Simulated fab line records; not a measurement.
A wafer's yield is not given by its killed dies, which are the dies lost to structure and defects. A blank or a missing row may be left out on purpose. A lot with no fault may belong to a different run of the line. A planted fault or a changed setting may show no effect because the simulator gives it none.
Chamber matching    flow nand_harc    4 sister chambers for NHARC_P_STI_ETCH_15 on rie_si-01
The step etches the open film in HBr/Cl2, target depth 300 nm, time 100.1 s. 4 wafers are shown with their chamber, then 7 later ones without.

## WAFERS PAIRED WITH THEIR CHAMBERS
wafer   chamber  rf_fwd_power_W (W)
L940.1  1        396.1
L940.5  3        396.8
L945.2  0        399.6
L945.4  2        395.8

## WAFERS MISSING THEIR CHAMBER
wafer   rf_fwd_power_W (W)
L945.5  398.8
L948.1  396.0
L948.2  395.4
L948.4  398.9
L949.3  396.3
L949.5  395.5
L949.6  399.3

## WHICH CHAMBER EACH ONE RAN IN
wafer    from the rows above            in truth
L945.5   0                              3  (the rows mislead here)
L948.1   can't be placed: 1 or 2 or 3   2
L948.2   can't be placed: 2 or 1        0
L948.4   0                              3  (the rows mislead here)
L949.3   can't be placed: 1 or 2 or 3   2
L949.5   can't be placed: 2 or 1        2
L949.6   0                              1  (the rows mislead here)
0 of 7 placed correctly. Not placeable from these rows: 4 (in 3, the candidates include the true chamber). 3 placed wrongly.
How it was worked out, from the rows above alone: a wafer's distance from a chamber is the root of the sum, over the readings, of the square of ((its reading less the chamber's mean) divided by the reading's scatter). The wafer belongs to the nearest chamber; if the next one is less than 2 further off, it can't be placed. For every chamber, the mean is computed from those of its wafers that are shown. The scatter: with one shown wafer a chamber, the root of the mean of the squares of how far each hidden wafer lies from its nearest shown one.
